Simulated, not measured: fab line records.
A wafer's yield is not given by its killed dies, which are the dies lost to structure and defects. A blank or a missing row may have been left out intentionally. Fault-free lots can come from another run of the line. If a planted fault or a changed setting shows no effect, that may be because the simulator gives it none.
fab line records | flow n5_finfet
[record] lots = 10 | wafers = 30 | last_day = 17
route steps=1938 shown BEOL_M5@1185 BEOL_M6@1200 PASSIVATION@1936
lots with no fault: from the same line, run without faults
start_h: hours from the record's first day to the start of the lot's first wafer shown | wait_h: hours elapsed since this lot's preceding step | " repeats the value in the row above | L1.1+2: several wafers, shown together as one row | - value missing, or start not given | * or withheld: withheld | < > ~ a bound
route shown NAME@n: names a module that has steps shown in the file, with the first one's number in the route | usual: mean/standard deviation taken from wafers without a fault | same: alike in all rows | chamber/n: place in a boat | sites: each site's reading | _std_site: the standard deviation of these | _edge_site: inner sites' mean taken away from outer sites' mean | radius_mm: for every site, how far away it sits from the centre of the wafer | mask NAME#n: copy n | behind: tool/chamber where the wafer was last shaped | hold: what put the lot on hold/how long, in hours/how the hold closed | device: the n, p or np transistor that did not switch | end of line: tests of these same wafers at the route's end | for a step that has no rows: nothing shown but its recipe | killed: not the wafer's yield, but the dies lost to structure and defects at the first sort | map: shows each die of a wafer: x if killed, . if not, _ if none is there
set.NAME: the setting the step ran with; set.NAME@STEP: the setting that earlier step ran with | model.NAME: the simulator's own value behind a step, which no gauge read
one table for each step of the route and one row for each wafer, over a sample of lots
services: when a tool's chamber went out of use (start_h, in hours from the record's first day, below 0 if earlier), for how many hours, and the reason
[[steps]]
[step N5_BEOL_M5_ANNEAL_51]
[recipe] temp_c = 225 | time_s = 90 | ambient = N2
[usual] wafer_temp_C_max = 226.38/0.29
lot.wafer | tool          | chamber | start_h | wait_h | wafer_temp_C_max
L107.2    | rtp_anneal-01 | 0       | 189.33  | 0.1    | 226.57
L107.3    | "             | 0       | "       | "      | 227.03
L107.6    | "             | 0       | "       | "      | 226.93
L108.1    | rtp_anneal-01 | 0       | 191.99  | 0.1    | 226.72
L108.4    | "             | 0       | "       | "      | 226.54
L108.6    | "             | 0       | "       | "      | 226.46
L109.1    | rtp_anneal-02 | 0       | 200.73  | 0.7    | 226.50
L109.3    | "             | 0       | "       | "      | 226.61
L109.5    | "             | 0       | "       | "      | 226.49
L110.2    | rtp_anneal-01 | 0       | 205.16  | 0.1    | 226.43
L110.3    | "             | 0       | "       | "      | 226.50
L110.4    | "             | 0       | "       | "      | 226.19
L117.2    | rtp_anneal-01 | 0       | 234.20  | 0.1    | 226.62
L117.3    | "             | 0       | "       | "      | 226.29
L117.5    | "             | 0       | "       | "      | 226.28
L127.1    | rtp_anneal-01 | 0       | 304.69  | 0.1    | 226.53
L127.3    | "             | 0       | "       | "      | 227.02
L127.4    | "             | 0       | "       | "      | 226.96
L124.1    | rtp_anneal-01 | 0       | 311.24  | 0.1    | 226.06
L124.2    | "             | 0       | "       | "      | 226.71
L124.4    | "             | 0       | "       | "      | 226.28
L128.3    | rtp_anneal-01 | 0       | 312.53  | 0.4    | 226.15
L128.4    | "             | 0       | "       | "      | 226.17
L128.6    | "             | 0       | "       | "      | 226.41
L129.2    | rtp_anneal-02 | 0       | 317.04  | 0.1    | 226.24
L129.4    | "             | 0       | "       | "      | 225.99
L129.6    | "             | 0       | "       | "      | 226.02
L130.3    | rtp_anneal-02 | 0       | 321.04  | 0.1    | 226.20
L130.5    | "             | 0       | "       | "      | 226.28
L130.6    | "             | 0       | "       | "      | 226.25
[step N5_BEOL_M5_CMP_52]
[recipe] stop_on = SiCOH_lowk | t_overpolish_s = 6.9 | down_force_psi = 1 | platen_rpm = 50 | clearing_platen_down_force_psi = 1.5 | clearing_platen_rpm = 50 | post_cmp_clean = cu_alkaline | target_thk_nm = 62 | clearing_platen_pad_velocity_m_s = 0.99484 | pad_velocity_m_s = 0.99484
[usual] barrier_field_endpoint_s = 24.8/0.69 | clearing_platen_down_force_psi = 1.5002/0.003 | motor_current_A = 6.0/0.49 | overpolish_run_s = 6.900/0.0082 | pad_life_wafers = 1386/530 | time_to_endpoint_s = 62/3.3
lot.wafer | tool   | chamber | start_h | wait_h | barrier_field_endpoint_s | clearing_platen_down_force_psi | motor_current_A | overpolish_run_s | pad_life_wafers | time_to_endpoint_s
L107.2    | cmp-04 | 1       | 189.64  | 0.3    | 23.8                     | 1.4943                         | 6.1             | 6.900            | 481             | 57
L107.3    | "      | 2       | "       | "      | 25.0                     | 1.5015                         | 5.4             | 6.894            | 482             | 61
L107.6    | "      | 1       | "       | "      | 23.8                     | 1.4993                         | 6.0             | 6.900            | -               | 56
L108.4    | cmp-02 | 3       | 192.36  | 0.2    | 25.3                     | 1.5033                         | 5.2             | 6.902            | 986             | 61
L108.1    | "      | 0       | "       | "      | 24.1                     | 1.5027                         | 6.3             | 6.914            | 987             | 60
L108.6    | "      | 1       | "       | "      | 23.8                     | 1.4982                         | 5.4             | 6.901            | -               | 57
L109.1    | cmp-04 | 0       | 201.07  | 0.3    | 25.1                     | 1.5033                         | 6.8             | 6.891            | 589             | 63
L109.3    | "      | 1       | "       | "      | 23.3                     | 1.4921                         | 6.0             | 6.904            | 590             | 57
L109.5    | "      | 3       | "       | "      | 24.9                     | 1.4992                         | 6.5             | 6.895            | -               | 63
L110.4    | cmp-02 | 0       | 205.41  | 0.1    | 24.7                     | 1.5018                         | 6.3             | 6.903            | 1110            | 65
L110.2    | "      | 2       | "       | "      | 25.1                     | 1.5001                         | 6.2             | 6.897            | 1112            | 67
L110.3    | "      | 3       | "       | "      | 24.6                     | 1.5012                         | 5.6             | 6.900            | 1113            | 65
L117.2    | cmp-02 | 3       | 234.49  | 0.2    | 23.6                     | 1.5048                         | 5.6             | 6.900            | 1309            | 59
L117.3    | "      | 0       | "       | "      | 24.2                     | 1.5043                         | 6.2             | 6.906            | 1310            | 62
L117.5    | "      | 3       | "       | "      | 24.7                     | 1.5044                         | 5.7             | 6.898            | -               | 61
L127.3    | cmp-02 | 2       | 304.99  | 0.2    | 26.2                     | 1.5028                         | 6.0             | 6.900            | 1896            | 66
L127.1    | "      | 0       | "       | "      | 25.7                     | 1.5009                         | 6.3             | 6.909            | 1898            | 63
L127.4    | "      | 1       | "       | "      | 25.6                     | 1.4994                         | 5.3             | 6.894            | 1899            | 61
L124.1    | cmp-02 | 2       | 311.58  | 0.3    | 24.8                     | 1.5034                         | 6.1             | 6.907            | 1945            | 60
L124.4    | "      | 3       | "       | "      | 25.1                     | 1.4915                         | 5.8             | 6.901            | 1946            | 60
L124.2    | "      | 0       | "       | "      | 25.3                     | 1.5017                         | 6.4             | 6.897            | 1947            | 61
L128.4    | cmp-02 | 1       | 312.92  | 0.3    | 24.5                     | 1.5021                         | 5.7             | 6.912            | 1968            | 58
L128.3    | "      | 0       | "       | "      | 25.3                     | 1.5019                         | 6.1             | 6.902            | 1971            | 60
L128.6    | "      | 1       | "       | "      | 24.6                     | 1.5007                         | 5.2             | 6.908            | -               | 60
L129.2    | cmp-03 | 1       | 317.30  | 0.2    | 24.4                     | 1.4988                         | 6.9             | 6.902            | 18              | 59
L129.4    | "      | 3       | "       | "      | 25.9                     | 1.5014                         | 5.4             | 6.912            | 20              | 66
L129.6    | "      | 2       | "       | "      | 24.7                     | 1.4997                         | 6.2             | 6.905            | -               | 61
L130.3    | cmp-04 | 0       | 321.28  | 0.2    | 25.0                     | 1.4993                         | 7.2             | 6.902            | 1687            | 65
L130.6    | "      | 3       | "       | "      | 25.3                     | 1.4963                         | 6.4             | 6.905            | -               | 66
L130.5    | "      | 0       | "       | "      | 25.2                     | 1.4972                         | 6.7             | 6.910            | -               | 64
[step N5_BEOL_M5_INSPECT_58]
[recipe] inspect_instrument = darkfield | mode = post_dep
[usual] raw_defect_count = 73/21
lot.wafer | tool              | chamber | start_h | wait_h | raw_defect_count
L107.2    | defect_inspect-02 | -       | 190.36  | 0.0    | 51
L107.3    | "                 | -       | "       | "      | 49
L107.6    | "                 | -       | "       | "      | 96
L108.1    | defect_inspect-02 | -       | 192.87  | 0.0    | 53
L108.4    | "                 | -       | "       | "      | 78
L108.6    | "                 | -       | "       | "      | 76
L109.1    | defect_inspect-01 | -       | 201.67  | 0.0    | 70
L109.3    | "                 | -       | "       | "      | 67
L109.5    | "                 | -       | "       | "      | 61
L110.2    | defect_inspect-01 | -       | 206.05  | 0.0    | 68
L110.3    | "                 | -       | "       | "      | 48
L110.4    | "                 | -       | "       | "      | 53
L117.2    | defect_inspect-02 | -       | 235.12  | 0.0    | 70
L117.3    | "                 | -       | "       | "      | 67
L117.5    | "                 | -       | "       | "      | 87
L127.1    | defect_inspect-01 | -       | 305.62  | 0.0    | 60
L127.3    | "                 | -       | "       | "      | 69
L127.4    | "                 | -       | "       | "      | 65
L124.1    | defect_inspect-02 | -       | 312.24  | 0.0    | 91
L124.2    | "                 | -       | "       | "      | 70
L124.4    | "                 | -       | "       | "      | 54
L128.3    | defect_inspect-01 | -       | 313.55  | 0.0    | 35
L128.4    | "                 | -       | "       | "      | 88
L128.6    | "                 | -       | "       | "      | 87
L129.2    | defect_inspect-02 | -       | 317.96  | 0.0    | 38
L129.4    | "                 | -       | "       | "      | 57
L129.6    | "                 | -       | "       | "      | 41
L130.3    | defect_inspect-02 | -       | 322.09  | 0.0    | 110
L130.5    | "                 | -       | "       | "      | 99
L130.6    | "                 | -       | "       | "      | 117
[step N5_BEOL_M6_COAT_60]
[recipe] resist = SiARC | temp_c = 220 | time_s = 60 | spin_rpm = 1500 | resist_thk_nm = 35
[usual] spin_speed_rpm = 1500.0/1
lot.wafer | tool           | chamber | start_h | wait_h | spin_speed_rpm
L107.2    | litho_track-03 | 0       | 192.19  | -      | 1499.6
L107.3    | "              | 0       | "       | "      | 1500.0
L107.6    | "              | 0       | "       | "      | 1500.9
L108.1    | litho_track-05 | 0       | 194.60  | -      | 1499.5
L108.4    | "              | 0       | "       | "      | 1502.0
L108.6    | "              | 0       | "       | "      | 1498.8
L109.1    | litho_track-01 | 0       | 205.00  | -      | 1499.7
L109.3    | "              | 0       | "       | "      | 1500.1
L109.5    | "              | 0       | "       | "      | 1500.2
L110.2    | litho_track-01 | 0       | 208.35  | -      | 1499.4
L110.3    | "              | 0       | "       | "      | 1498.6
L110.4    | "              | 0       | "       | "      | 1501.3
L117.2    | litho_track-01 | 0       | 237.21  | -      | 1499.0
L117.3    | "              | 0       | "       | "      | 1499.8
L117.5    | "              | 0       | "       | "      | 1501.0
L127.1    | litho_track-01 | 0       | 309.34  | -      | 955.2
L127.3    | "              | 0       | "       | "      | 954.2
L127.4    | "              | 0       | "       | "      | 954.5
L124.1    | litho_track-01 | 0       | 314.41  | -      | 953.7
L124.2    | "              | 0       | "       | "      | 952.3
L124.4    | "              | 0       | "       | "      | 955.0
L128.3    | litho_track-05 | 0       | 315.20  | -      | 1500.9
L128.4    | "              | 0       | "       | "      | 1501.1
L128.6    | "              | 0       | "       | "      | 1501.0
L129.2    | litho_track-03 | 0       | 320.57  | -      | 1499.4
L129.4    | "              | 0       | "       | "      | 1501.3
L129.6    | "              | 0       | "       | "      | 1501.3
L130.3    | litho_track-03 | 0       | 324.07  | -      | 1499.6
L130.5    | "              | 0       | "       | "      | 1499.1
L130.6    | "              | 0       | "       | "      | 1499.2
[step N5_BEOL_M6_ETCH_61]
[recipe] chemistry = CF4 | target = SiARC | target_depth_a = 455 | mask_material = CAR-ArF | time_s = 75.8 | ion_energy_ev = 80 | pressure_mtorr = 40 | source_w = 545 | bias_w = 36 | Ar_flow_sccm = 100 | cf4_flow_sccm = 100 | ends = cleared
[usual] drypump_motor_current_A = 5.9/0.35 | etch_rf_on_time_s = 76.7/1.6 | mfc_ar_sccm = 99.95/0.29 | oes_product_au = 0.67/0.077 | rf_vpp_V = 183.9/1.2 | showerhead_plenum_p_Torr = 2.12/0.067 | throttle_valve_pct = 15.58/0.18
lot.wafer | tool        | chamber | start_h | wait_h | drypump_motor_current_A | etch_rf_on_time_s | mfc_ar_sccm | oes_product_au | rf_hours_counter_h | rf_vpp_V | showerhead_plenum_p_Torr | throttle_valve_pct
L107.2    | rie_diel-02 | 3       | 192.68  | 0.0    | 5.5                     | 78.1              | 99.44       | 0.77           | 13                 | 184.8    | 2.19                     | 15.55
L107.3    | "           | 0       | "       | "      | 6.4                     | 76.0              | 99.95       | 0.71           | 83                 | 184.0    | 2.08                     | 15.52
L107.6    | "           | 3       | "       | "      | 5.5                     | 77.7              | 99.57       | 0.77           | -                  | 185.4    | 2.19                     | 15.55
L108.1    | rie_diel-04 | 1       | 195.09  | 0.0    | 6.3                     | 76.9              | 99.75       | 0.70           | 92                 | 184.0    | 2.07                     | 15.21
L108.4    | "           | 3       | "       | "      | 5.1                     | 76.8              | 99.80       | 0.75           | 35                 | 185.2    | 2.18                     | 15.64
L108.6    | "           | 3       | "       | "      | 5.1                     | 76.4              | 99.83       | 0.75           | -                  | 185.7    | 2.18                     | 15.63
L109.1    | rie_diel-04 | 1       | 205.58  | 0.0    | 6.2                     | 76.6              | 99.31       | 0.70           | 95                 | 184.3    | 2.07                     | 15.24
L109.3    | "           | 2       | "       | "      | 6.2                     | 76.5              | 100.27      | 0.60           | 233                | 184.1    | 2.10                     | 15.69
L109.5    | "           | 3       | "       | "      | 5.1                     | 75.7              | 100.02      | 0.74           | -                  | 184.6    | 2.18                     | 15.66
L110.2    | rie_diel-02 | 1       | 208.78  | 0.0    | 6.1                     | 75.8              | 99.78       | 0.59           | 221                | 182.5    | 2.13                     | 15.62
L110.3    | "           | 0       | "       | "      | 6.3                     | 74.9              | 100.32      | 0.72           | 89                 | 183.4    | 2.08                     | 15.54
L110.4    | "           | 2       | "       | "      | 5.9                     | 77.9              | 99.70       | 0.62           | 177                | 185.1    | 2.20                     | 15.53
L117.2    | rie_diel-03 | 1       | 237.80  | 0.0    | 6.6                     | 78.1              | 100.16      | 0.59           | 246                | 183.3    | 2.11                     | 15.91
L117.3    | "           | 3       | "       | "      | 5.9                     | 78.5              | 99.83       | 0.59           | 206                | 182.8    | 2.04                     | 15.88
L117.5    | "           | 0       | "       | "      | 6.0                     | 79.1              | 100.20      | 0.61           | -                  | 184.1    | 2.05                     | 15.56
L127.1    | rie_diel-04 | 3       | 309.74  | 0.0    | 5.1                     | 94.9              | 100.48      | 0.71           | 73                 | 184.1    | 2.17                     | 15.71
L127.3    | "           | 2       | "       | "      | 6.1                     | 94.9              | 100.20      | 0.81           | 8                  | 184.8    | 2.09                     | 15.22
L127.4    | "           | 1       | "       | "      | 6.3                     | 96.4              | 99.88       | 0.67           | 132                | 184.3    | 2.06                     | 15.32
L124.1    | rie_diel-02 | 1       | 314.78  | 0.0    | 6.1                     | 90.9              | 100.09      | 0.82           | 5                  | 182.4    | 2.12                     | 15.23
L124.2    | "           | 0       | "       | "      | 6.3                     | 92.1              | 100.29      | 0.69           | 123                | 183.3    | 2.06                     | 15.60
L124.4    | "           | 2       | "       | "      | 5.9                     | 97.3              | 100.03      | 0.60           | 212                | 186.5    | 2.19                     | 15.58
L128.3    | rie_diel-03 | 2       | 315.57  | 0.0    | 5.7                     | 73.5              | 100.00      | 0.63           | 182                | 183.5    | 2.13                     | 15.59
L128.4    | "           | 0       | "       | "      | 6.1                     | 78.0              | 100.28      | 0.60           | 173                | 182.5    | 2.04                     | 15.61
L128.6    | "           | 0       | "       | "      | 6.0                     | 77.8              | 99.59       | 0.60           | -                  | 183.6    | 2.04                     | 15.61
L129.2    | rie_diel-02 | 1       | 321.06  | 0.0    | 6.0                     | 74.3              | 99.55       | 0.80           | 7                  | 183.9    | 2.12                     | 15.23
L129.4    | "           | 0       | "       | "      | 6.3                     | 75.0              | 100.11      | 0.69           | 126                | 181.1    | 2.06                     | 15.60
L129.6    | "           | 3       | "       | "      | 5.5                     | 77.8              | 99.82       | 0.70           | -                  | 184.7    | 2.17                     | 15.64
L130.3    | rie_diel-03 | 1       | 324.57  | 0.0    | 6.6                     | 77.3              | 99.86       | 0.80           | 22                 | 184.1    | 2.10                     | 15.44
L130.5    | "           | 3       | "       | "      | 5.9                     | 79.0              | 100.13      | 0.57           | -                  | 184.2    | 2.02                     | 15.98
L130.6    | "           | 0       | "       | "      | 6.0                     | 79.1              | 100.45      | 0.60           | -                  | 184.0    | 2.04                     | 15.62
[step N5_PASSIVATION_PROBE_49]
[usual] defect_limited_yield = 91.2/1.6 | killed_at_M0_to_M3 = 31/10 | killed_at_M4_up = 14/4.4 | killed_at_contacts = 13/6 | killed_at_front_end = 43/13 | killed_at_other = 3.5/2.6 | killed_dies = 104/18 | killed_open = 68/14 | killed_short = 34/8.1 | sort_bin_4_leakage = 0.01/0.073 | sort_bin_5_function = 5.1/1.1 | sort_bin_6_memory = 3.3/0.68 | sort_n_pass = 1076/18 | sort_yield_pct = 91.2/1.6
[same] gross_dies = 1180 | killed_at_back_side = 0 | sort_bin_8_speed[%] = 0
lot.wafer | tool      | chamber | start_h | wait_h | defect_limited_yield[%] | killed_at_M0_to_M3 | killed_at_M4_up | killed_at_contacts | killed_at_front_end | killed_at_other | killed_dies | killed_open | killed_short | sort_bin_4_leakage[%] | sort_bin_5_function[%] | sort_bin_6_memory[%] | sort_n_pass | sort_yield_pct[%]
L109.1    | prober-02 | -       | 289.90  | 0.0    | 89.5                    | 54                 | 9               | 8                  | 50                  | 3               | 124         | 83          | 41           | 0                     | 5.8                    | 4.2                  | 1056        | 89.5
L109.3    | prober-02 | -       | 290.00  | 0.1    | 90.3                    | 41                 | 10              | 15                 | 47                  | 1               | 114         | 63          | 43           | 0                     | 6.4                    | 2.3                  | 1066        | 90.3
L109.5    | prober-02 | -       | 290.10  | 0.2    | 91.5                    | 40                 | 10              | 9                  | 40                  | 1               | 100         | 74          | 26           | 0                     | 5.4                    | 3.0                  | 1080        | 91.5
L127.1    | prober-01 | -       | 406.19  | 0.5    | 91.6                    | 19                 | 5               | 17                 | 52                  | 6               | 99          | 59          | 38           | 0                     | 4.7                    | 3.5                  | 1081        | 91.6
L127.3    | prober-01 | -       | 406.29  | 0.6    | 87.3                    | 44                 | 23              | 27                 | 54                  | 2               | 150         | 106         | 42           | 0                     | 7.5                    | 4.8                  | 1030        | 87.3
L127.4    | prober-01 | -       | 406.34  | 0.7    | 90.5                    | 17                 | 16              | 17                 | 61                  | 1               | 112         | 76          | 36           | 0                     | 6.0                    | 3.1                  | 1068        | 90.5
L124.1    | prober-01 | -       | 409.38  | 0.0    | 93.1                    | 29                 | 13              | 17                 | 22                  | 1               | 82          | 47          | 27           | 0.08                  | 3.1                    | 2.9                  | 1097        | 93.0
L124.2    | prober-01 | -       | 409.43  | 0.1    | 91.9                    | 30                 | 13              | 13                 | 35                  | 4               | 95          | 57          | 34           | 0                     | 4.4                    | 3.4                  | 1085        | 91.9
L124.4    | prober-01 | -       | 409.53  | 0.2    | 90.8                    | 26                 | 19              | 22                 | 40                  | 1               | 108         | 64          | 33           | 0                     | 5.7                    | 2.3                  | 1072        | 90.8
L128.3    | prober-02 | -       | 411.88  | 0.1    | 93.2                    | 16                 | 17              | 6                  | 41                  | 0               | 80          | 58          | 22           | 0                     | 4.5                    | 2.1                  | 1100        | 93.2
L128.4    | prober-02 | -       | 411.93  | 0.2    | 93.4                    | 15                 | 15              | 8                  | 39                  | 1               | 78          | 50          | 28           | 0                     | 3.3                    | 3.1                  | 1102        | 93.4
L128.6    | prober-02 | -       | 412.03  | 0.3    | 93.1                    | 22                 | 10              | 12                 | 35                  | 2               | 81          | 49          | 32           | 0                     | 3.2                    | 3.4                  | 1099        | 93.1
L129.2    | prober-01 | -       | 413.81  | 0.1    | 89.4                    | 44                 | 11              | 8                  | 60                  | 2               | 125         | 86          | 38           | 0                     | 6.3                    | 4.1                  | 1055        | 89.4
L129.4    | prober-01 | -       | 413.91  | 0.2    | 91.3                    | 38                 | 11              | 15                 | 39                  | 0               | 103         | 74          | 26           | 0                     | 5.3                    | 3.2                  | 1077        | 91.3
L129.6    | prober-01 | -       | 414.01  | 0.3    | 91.1                    | 37                 | 9               | 10                 | 49                  | 0               | 105         | 71          | 33           | 0                     | 4.4                    | 3.9                  | 1075        | 91.1
// killed by level:class
L109.1 STI_FIN_REVEAL:geometric_particle:open=20 BEOL_M0_SAQP:geometric_particle:open=16 BEOL_M3:geometric_particle:open=12 BEOL_M0_SAQP:geometric_particle:short=11 FIN_SAQP:geometric_particle:open=9 STI_FIN_REVEAL:geometric_particle:short=6 BEOL_M2:geometric_particle:open=6 MOL_CONTACT_COAG:geometric_particle:open=5
L109.3 FIN_SAQP:geometric_particle:short=14 BEOL_M3:geometric_particle:open=14 MOL_CONTACT_COAG:geometric_particle:open=10 BEOL_M0_SAQP:geometric_particle:short=9 FIN_SAQP:geometric_particle:open=8 HKMG_FIN:area_etch=8 MOL_CONTACT_COAG:geometric_particle:short=5 BEOL_M1:geometric_particle:open=5
L109.5 STI_FIN_REVEAL:geometric_particle:open=13 BEOL_M0:geometric_particle:open=10 BEOL_M0_SAQP:geometric_particle:open=10 FIN_SAQP:geometric_particle:open=8 MOL_CONTACT_COAG:geometric_particle:open=7 BEOL_M2:geometric_particle:open=5 STI_FIN_REVEAL:geometric_particle:short=4 DUMMY_GATE:geometric_particle:open=4
L127.1 STI_FIN_REVEAL:geometric_particle:open=10 MOL_CONTACT_COAG:geometric_particle:open=10 FIN_SAQP:geometric_particle:open=9 FIN_SAQP:geometric_particle:short=8 MOL_CONTACT_COAG:geometric_particle:short=7 GATE_CUT:geometric_particle:short=6 BEOL_M1:geometric_particle:open=6 DUMMY_GATE:geometric_particle:open=4
L127.3 MOL_CONTACT_COAG:geometric_particle:open=23 FIN_SAQP:geometric_particle:short=13 BEOL_M0_SAQP:geometric_particle:open=12 BEOL_M4:geometric_particle:open=12 FIN_SAQP:geometric_particle:open=10 BEOL_M1:geometric_particle:open=9 BEOL_M2:geometric_particle:open=9 BEOL_M0_SAQP:geometric_particle:short=8
L127.4 FIN_SAQP:geometric_particle:open=19 MOL_CONTACT_COAG:geometric_particle:open=11 FIN_SAQP:geometric_particle:short=9 BEOL_M4:geometric_particle:open=9 DUMMY_GATE:geometric_particle:open=8 STI_FIN_REVEAL:geometric_particle:open=6 MOL_CONTACT_COAG:geometric_particle:short=6 BEOL_M0_SAQP:geometric_particle:short=5
L124.1 MOL_CONTACT_COAG:geometric_particle:open=13 BEOL_M2:geometric_particle:open=6 FIN_SAQP:geometric_particle:short=5 BEOL_M0_SAQP:geometric_particle:open=5 BEOL_M0_SAQP:geometric_particle:short=5 BEOL_M3:geometric_particle:open=5 HKMG_FIN:area_etch=5 FIN_SAQP:geometric_particle:open=4
L124.2 STI_FIN_REVEAL:geometric_particle:open=12 MOL_CONTACT_COAG:geometric_particle:open=8 BEOL_M0_SAQP:geometric_particle:short=8 BEOL_M0_SAQP:geometric_particle:open=7 BEOL_M3:geometric_particle:open=6 MOL_CONTACT_COAG:geometric_particle:short=5 FIN_SAQP:geometric_particle:short=4 DUMMY_GATE:geometric_particle:open=4
L124.4 MOL_CONTACT_COAG:geometric_particle:open=18 BEOL_M0_SAQP:geometric_particle:short=12 STI_FIN_REVEAL:geometric_particle:open=5 DUMMY_GATE:geometric_particle:open=5 GATE_CUT:geometric_particle:short=5 BEOL_M5:geometric_particle:open=5 STARTING-WAFER:geometric_particle:short=5 HKMG_FIN:area_etch=5
L128.3 FIN_SAQP:geometric_particle:open=10 BEOL_M4:geometric_particle:open=7 FIN_SAQP:geometric_particle:short=6 MOL_CONTACT_COAG:geometric_particle:open=5 STI_FIN_REVEAL:geometric_particle:open=5 DUMMY_GATE:geometric_particle:open=5 BEOL_M3:geometric_particle:open=5 BEOL_M0_SAQP:geometric_particle:open=4
L128.4 FIN_SAQP:geometric_particle:short=8 STI_FIN_REVEAL:geometric_particle:open=8 DUMMY_GATE:geometric_particle:open=7 GATE_CUT:geometric_particle:short=7 MOL_CONTACT_COAG:geometric_particle:open=6 BEOL_M3:geometric_particle:open=5 BEOL_M4:geometric_particle:open=5 BEOL_M1:geometric_particle:open=4
L128.6 DUMMY_GATE:geometric_particle:open=9 BEOL_M0_SAQP:geometric_particle:short=8 FIN_SAQP:geometric_particle:open=7 MOL_CONTACT_COAG:geometric_particle:open=7 FIN_SAQP:geometric_particle:short=6 BEOL_M0_SAQP:geometric_particle:open=6 MOL_CONTACT_COAG:geometric_particle:short=5 STI_FIN_REVEAL:geometric_particle:open=4
L129.2 FIN_SAQP:geometric_particle:open=16 STI_FIN_REVEAL:geometric_particle:open=16 BEOL_M2:geometric_particle:open=16 FIN_SAQP:geometric_particle:short=8 MOL_CONTACT_COAG:geometric_particle:open=7 BEOL_M1:geometric_particle:open=7 BEOL_M1:geometric_particle:short=7 BEOL_M2:geometric_particle:short=6
L129.4 BEOL_M1:geometric_particle:open=15 MOL_CONTACT_COAG:geometric_particle:open=14 BEOL_M2:geometric_particle:open=9 FIN_SAQP:geometric_particle:open=8 BEOL_M4:geometric_particle:open=5 STI_FIN_REVEAL:geometric_particle:open=5 DUMMY_GATE:geometric_particle:open=4 STARTING-WAFER:geometric_particle:short=4
L129.6 STI_FIN_REVEAL:geometric_particle:open=14 DUMMY_GATE:geometric_particle:open=12 BEOL_M0_SAQP:geometric_particle:open=10 MOL_CONTACT_COAG:geometric_particle:open=7 BEOL_M1:geometric_particle:open=7 BEOL_M2:geometric_particle:open=6 BEOL_M0_SAQP:geometric_particle:short=5 BEOL_M3:geometric_particle:open=5
[[services]]
tool        | chamber | start_h | hours | kind
rie_diel-02 | 1       | 186.80  | 2.4   | repair
cmp-03      | -       | 196.86  | 11.9  | pm
cmp-03      | -       | 208.79  | 7.8   | pm
cmp-02      | -       | 212.42  | 2.3   | repair
rie_diel-02 | 0       | 218.61  | 13.5  | repair
cmp-02      | -       | 224.34  | 2.1   | repair
rie_diel-04 | 3       | 229.55  | 4.3   | repair
rie_diel-03 | 1       | 249.80  | -     | clean
rie_diel-03 | 1       | 249.80  | -     | consumable_replace:focus_ring
rie_diel-03 | 1       | 249.80  | 19.8  | scheduled_down
cmp-02      | -       | 257.53  | 0.8   | repair
cmp-03      | -       | 273.12  | 2.0   | repair
rie_diel-03 | 2       | 280.67  | 4.3   | repair
rie_diel-02 | 1       | 282.03  | -     | clean
rie_diel-02 | 1       | 282.03  | -     | consumable_replace:focus_ring
rie_diel-02 | 1       | 282.03  | 19.3  | scheduled_down
rie_diel-02 | 1       | 282.03  | 19.3  | vent_cycle
cmp-04      | -       | 285.45  | 0.6   | repair
rie_diel-03 | 0       | 298.30  | 15.4  | repair
cmp-03      | -       | 301.54  | 3.1   | repair
cmp-04      | -       | 310.21  | 2.9   | repair
cmp-03      | -       | 311.26  | 4.0   | pm
cmp-02      | -       | 322.57  | 4.0   | pm
rie_diel-02 | 2       | 324.37  | 9.4   | repair
[[key]]
[first_sign] step = N5_BEOL_M6_COAT_60 | reading = spin_speed_rpm | direction = down | sigmas = 99+ | usual = * | struck = *
[effect] step = N5_BEOL_M6_ETCH_61 | reading = etch_rf_on_time_s | direction = up | sigmas = 11 | usual = * | struck = *
met_at N5_BEOL_M6_COAT_60
struck_lots L124,L127
not_acting_at N5_BEOL_M5_ANNEAL_51,N5_BEOL_M5_CMP_52,N5_BEOL_M5_INSPECT_58
onset_between 237.21 309.34
[fault] kind = process_parameter_drift | tool = litho_track-01 | chamber = - | onset_h = 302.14 | steps = N5_BEOL_M6_COAT_60 | channel = spin_rpm | offset = * | shape = step | end_h = 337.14 | acts_in = * | stated = *
